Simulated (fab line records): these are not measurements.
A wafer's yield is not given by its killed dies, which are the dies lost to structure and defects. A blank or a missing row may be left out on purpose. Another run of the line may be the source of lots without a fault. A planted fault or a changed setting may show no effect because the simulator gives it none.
fab line records | flow nand_harc
record: lots: 5 wafers: 15 last_day: 33
route steps=1302 shown A_STAIRCASE@737
lots untouched by any fault: they come from a run of this same line in which no faults occurred
start_h: start of the lot's first displayed wafer, in hours after the record's first day | wait_h: how many hours have passed since the lot's step before this one | " repeats the value in the row above | L1.1+2: a row that stands for several wafers | - value missing, or start not given | * or withheld: withheld | < > ~ a bound
route shown NAME@n: NAME is a module with steps in the file, n the number in the route of the first one | usual: average and standard deviation across the fault-free wafers | same: alike in all rows | chamber/n: place in a boat | sites: readings site by site | _std_site: the values' standard deviation | _edge_site: inner sites' mean taken away from outer sites' mean | radius_mm: for every site, how far away it sits from the centre of the wafer | mask NAME#n: copy n | behind: the tool/chamber that last shaped the wafer | hold: cause of the lot's hold/its duration in hours/its outcome | device: whichever transistor did not switch (one of n, p or np) | end of line: the tests these same wafers got at the end of their route | for a step that has no rows: nothing shown but its recipe | killed: count of dies lost to structure and defects at first sort (not the wafer's yield) | map: shows each die of a wafer: x if killed, . if not, _ if none is there
set.NAME: setting as actually run; set.NAME@STEP: the setting as run at that earlier step | model.NAME: the simulator's own value behind a step, which no gauge read
certain route steps with their lots: each step a table, each wafer a row
services: from which hour (start_h, from the record's first day; less than 0 if before it) a tool's chamber was out of use, for how many hours, and why
== steps ==
step: NHARC_A_STAIRCASE_ETCH_223
recipe: target_depth_a: 1000 time_s: 40.5 ion_energy_ev: 400 c4f8_flow_sccm: 20 o2_flow_sccm: 10 ar_flow_sccm: withheld rf_w: 600 bias_w: 1000 chemistry: C4F8/O2
usual: oes_product_au: 0.944/0.011 rf_vpp_V: 896/4
columns lot.wafer tool chamber start_h wait_h oes_product_au rf_hours_counter_h rf_vpp_V
L329.4 rie_diel-09 2 - - 0.946 18 893
L329.6 " 2 " " 0.938 - 893
L329.5 " 3 " " 0.942 - 899
L334.1 rie_diel-10 1 - - 0.936 8 895
L334.3 " 3 " " 0.944 9 896
L334.6 " 1 " " 0.939 - 896
L343.4 rie_diel-09 1 - - 0.922 7 901
L343.5 " 3 " " 0.947 - 899
L343.6 " 0 " " 0.949 - 894
L346.2 rie_diel-10 0 - - 0.940 50 897
L346.4 " 2 " " 0.928 53 904
L346.5 " 1 " " 0.940 - 894
L348.3 rie_diel-10 1 - - 0.946 60 894
L348.2 " 2 " " 0.944 61 902
L348.5 " 0 " " 0.943 - 895
step: NHARC_A_STAIRCASE_TRIM_224
recipe: time_s: 211.2 o2_flow_sccm: 500 ar_flow_sccm: 0 bias_w: 0 chemistry: O2
step: NHARC_A_STAIRCASE_ETCH_225
recipe: target_depth_a: 1000 time_s: 40.5 ion_energy_ev: 400 c4f8_flow_sccm: 20 o2_flow_sccm: 10 ar_flow_sccm: withheld rf_w: 600 bias_w: 1000 chemistry: C4F8/O2
usual: oes_product_au: 0.945/0.01 rf_vpp_V: 896/4
columns lot.wafer tool chamber start_h wait_h oes_product_au rf_hours_counter_h rf_vpp_V
L329.4 rie_diel-09 1 - - 0.948 16 901
L329.6 " 0 " " 0.952 - 894
L329.5 " 1 " " 0.941 - 901
L334.1 rie_diel-10 3 - - 0.959 9 895
L334.3 " 0 " " 0.959 8 897
L334.6 " 0 " " 0.952 - 897
L343.4 rie_diel-09 2 - - 0.947 8 892
L343.6 " 2 " " 0.933 - 891
L343.5 " 3 " " 0.944 - 897
L346.2 rie_diel-10 1 - - 0.944 50 896
L346.4 " 2 " " 0.924 53 902
L346.5 " 3 " " 0.923 - 894
L348.2 rie_diel-10 3 - - 0.943 54 893
L348.3 " 2 " " 0.932 61 903
L348.5 " 3 " " 0.934 - 894
step: NHARC_A_STAIRCASE_TRIM_226
recipe: time_s: 211.2 o2_flow_sccm: 500 ar_flow_sccm: 0 bias_w: 0 chemistry: O2
step: NHARC_A_STAIRCASE_ETCH_227
recipe: target_depth_a: 1000 time_s: 40.5 ion_energy_ev: 400 c4f8_flow_sccm: 20 o2_flow_sccm: 10 ar_flow_sccm: withheld rf_w: 600 bias_w: 1000 chemistry: C4F8/O2
step: NHARC_A_STAIRCASE_TRIM_229
recipe: time_s: 211.2 o2_flow_sccm: 500 ar_flow_sccm: 0 bias_w: 0 chemistry: O2
step: NHARC_A_STAIRCASE_ETCH_230
recipe: target_depth_a: 1000 time_s: 40.5 ion_energy_ev: 400 c4f8_flow_sccm: 20 o2_flow_sccm: 10 ar_flow_sccm: withheld rf_w: 600 bias_w: 1000 chemistry: C4F8/O2
step: NHARC_A_STAIRCASE_TRIM_231
recipe: time_s: 211.2 o2_flow_sccm: 500 ar_flow_sccm: 0 bias_w: 0 chemistry: O2
step: NHARC_A_STAIRCASE_ETCH_232
recipe: target_depth_a: 1000 time_s: 40.5 ion_energy_ev: 400 c4f8_flow_sccm: 20 o2_flow_sccm: 10 ar_flow_sccm: withheld rf_w: 600 bias_w: 1000 chemistry: C4F8/O2
usual: oes_product_au: 0.943/0.012 rf_vpp_V: 896/4.3
columns lot.wafer tool chamber start_h wait_h oes_product_au rf_hours_counter_h rf_vpp_V
L329.4 rie_diel-09 0 - - 0.936 21 894
L329.6 " 3 " " 0.953 - 898
L329.5 " 0 " " 0.942 - 894
L334.1 rie_diel-10 0 - - 0.939 8 897
L334.3 " 1 " " 0.944 8 895
L334.6 " 1 " " 0.938 - 895
L343.4 rie_diel-09 0 - - 0.950 8 893
L343.5 " 0 " " 0.945 - 892
L343.6 " 1 " " 0.942 - 900
L346.4 rie_diel-03 1 - - 0.942 28 888
L346.2 " 0 " " 0.968 28 888
L346.5 " 2 " " 0.941 - 900
L348.2 rie_diel-10 1 - - 0.940 61 894
L348.3 " 3 " " 0.922 55 894
L348.5 " 0 " " 0.930 - 896
step: NHARC_A_STAIRCASE_TRIM_233
recipe: time_s: 211.2 o2_flow_sccm: 500 ar_flow_sccm: 0 bias_w: 0 chemistry: O2
step: NHARC_A_STAIRCASE_ETCH_234
recipe: target_depth_a: 1000 time_s: 40.5 ion_energy_ev: 400 c4f8_flow_sccm: 20 o2_flow_sccm: 10 ar_flow_sccm: withheld rf_w: 600 bias_w: 1000 chemistry: C4F8/O2
usual: oes_product_au: 0.942/0.013 rf_vpp_V: 896/4.4
columns lot.wafer tool chamber start_h wait_h oes_product_au rf_hours_counter_h rf_vpp_V
L329.4 rie_diel-09 1 - - 0.948 16 901
L329.5 " 3 " " 0.955 - 899
L329.6 " 0 " " 0.949 - 895
L334.3 rie_diel-10 2 - - 0.937 9 903
L334.1 " 3 " " 0.947 9 894
L334.6 " 3 " " 0.941 - 894
L343.4 rie_diel-09 3 - - 0.944 11 896
L343.5 " 2 " " 0.942 - 892
L343.6 " 3 " " 0.944 - 898
L346.2 rie_diel-03 0 - - 0.934 28 886
L346.4 " 1 " " 0.910 28 889
L346.5 " 1 " " 0.915 - 889
L348.2 rie_diel-10 1 - - 0.952 61 895
L348.3 " 2 " " 0.940 62 902
L348.5 " 1 " " 0.964 - 894
step: NHARC_A_STAIRCASE_TRIM_235
recipe: time_s: 211.2 o2_flow_sccm: 500 ar_flow_sccm: 0 bias_w: 0 chemistry: O2
usual: drypump_motor_current_A: 5.6/0.45 mfc_ar_sccm: 0.005/0.0093 oes_product_au: 0.999/0.0092 rf_vpp_V: 57.8/0.87 run_length_s: 232.5/0.46 showerhead_plenum_p_Torr: 3.53/0.12 throttle_valve_pct: 17.037/0.0089
columns lot.wafer tool chamber start_h wait_h drypump_motor_current_A mfc_ar_sccm oes_product_au rf_hours_counter_h rf_vpp_V run_length_s showerhead_plenum_p_Torr throttle_valve_pct
L329.4 rie_diel-09 2 392.30 - 5.2 0 1.003 19 59.5 232.4 3.43 17.030
L329.6 " 0 " " 5.2 0 1.004 - 58.1 231.9 3.48 17.021
L329.5 " 1 " " 6.0 0 1.007 - 58.4 232.3 3.66 17.033
L334.3 rie_diel-10 1 452.22 - 6.5 0.008 0.999 8 55.6 232.8 3.52 17.040
L334.1 " 2 " " 6.1 0 0.985 9 58.1 232.8 3.74 17.029
L334.6 " 1 " " 6.4 0.008 0.993 - 57.4 233.0 3.52 17.043
L343.4 rie_diel-09 3 543.74 - 5.6 0.000 0.995 11 56.9 232.7 3.59 17.039
L343.5 " 3 " " 5.6 0.000 1.000 - 57.2 292.1 3.59 17.032
L343.6 " 0 " " 5.2 0 1.008 - 57.3 291.1 3.45 17.051
L346.2 rie_diel-03 1 566.82 - 5.7 0.006 0.986 28 57.1 232.9 3.35 17.038
L346.4 " 0 " " 5.9 0 1.007 28 58.6 232.1 3.31 17.047
L346.5 " 1 " " 5.7 0.006 0.990 - 57.5 232.9 3.35 17.047
L348.3 rie_diel-10 0 591.06 - 5.4 0.017 0.997 59 56.9 233.0 3.52 17.035
L348.2 " 1 " " 6.4 0.008 0.998 61 58.4 233.0 3.49 17.032
L348.5 " 2 " " 6.1 0 0.995 - 58.1 232.8 3.71 17.023
step: NHARC_A_STAIRCASE_ETCH_236
recipe: target_depth_a: 1000 time_s: 40.5 ion_energy_ev: 400 c4f8_flow_sccm: 20 o2_flow_sccm: 10 ar_flow_sccm: withheld rf_w: 600 bias_w: 1000 chemistry: C4F8/O2
usual: oes_product_au: 0.944/0.013 rf_vpp_V: 896/4.5
columns lot.wafer tool chamber start_h wait_h oes_product_au rf_hours_counter_h rf_vpp_V
L329.4 rie_diel-09 1 - - 0.931 16 901
L329.6 " 2 " " 0.945 - 895
L329.5 " 3 " " 0.950 - 899
L334.1 rie_diel-10 1 - - 0.939 8 893
L334.3 " 3 " " 0.962 9 895
L334.6 " 2 " " 0.933 - 903
L343.4 rie_diel-09 2 - - 0.947 9 892
L343.5 " 0 " " 0.955 - 893
L343.6 " 1 " " 0.936 - 901
L346.2 rie_diel-03 0 - - 0.960 28 889
L346.4 " 1 " " 0.931 28 889
L346.5 " 0 " " 0.955 - 888
L348.3 rie_diel-10 2 - - 0.932 62 902
L348.2 " 0 " " 0.953 59 895
L348.5 " 2 " " 0.935 - 902
== services ==
columns tool chamber start_h hours kind
rie_diel-10 1 369.32 8.0 repair
rie_diel-03 2 369.93 12.0 repair
rie_diel-03 3 370.39 2.1 repair
rie_diel-10 0 374.99 - clean
rie_diel-10 2 374.99 - clean
rie_diel-10 3 374.99 - clean
rie_diel-10 1 378.72 2.8 repair
rie_diel-09 - 387.69 0.7 repair
rie_diel-03 - 395.41 1.0 repair
rie_diel-10 0 399.49 - clean
rie_diel-10 1 399.49 - clean
rie_diel-10 2 399.49 - clean
rie_diel-10 3 399.49 - clean
rie_diel-03 1 403.32 2.8 repair
rie_diel-03 3 408.20 4.4 repair
rie_diel-10 - 419.57 9.0 pm
rie_diel-09 0 431.92 13.8 repair
rie_diel-03 - 459.60 9.0 pm
rie_diel-09 - 502.82 9.0 pm
rie_diel-10 1 506.13 3.3 repair
rie_diel-09 - 533.00 1.8 repair
rie_diel-09 0 537.11 4.2 repair
rie_diel-10 3 552.44 4.8 repair
rie_diel-10 1 565.58 7.9 repair
== key ==
first_sign: step: NHARC_A_STAIRCASE_TRIM_235 reading: run_length_s direction: up sigmas: 99+ usual: * struck: *
effect none on later readings
met_at NHARC_A_STAIRCASE_TRIM_235
struck_wafers L343.5,L343.6
sort_left_out L343.5,L343.6
tester_left_out L343
onset_between 392.30 543.74
fault: kind: process_parameter_drift tool: rie_diel-09 chamber: - onset_h: 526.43 steps: NHARC_A_STAIRCASE_TRIM_235 channel: time_s offset: * shape: step end_h: 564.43 scope: struck_wafers_only acts_in: * stated: *
tester_left_out: of these lots the tester's yield and bins aren't shown, on N5 and GAA mostly nor the transistor test; their killed dies are dies lost to structure and defects alone, not to doping, threshold or leakage, so they don't give the yield
sort_left_out: the simulated sort isn't trusted on such a fault, so these wafers' sort isn't shown, and their yield isn't known
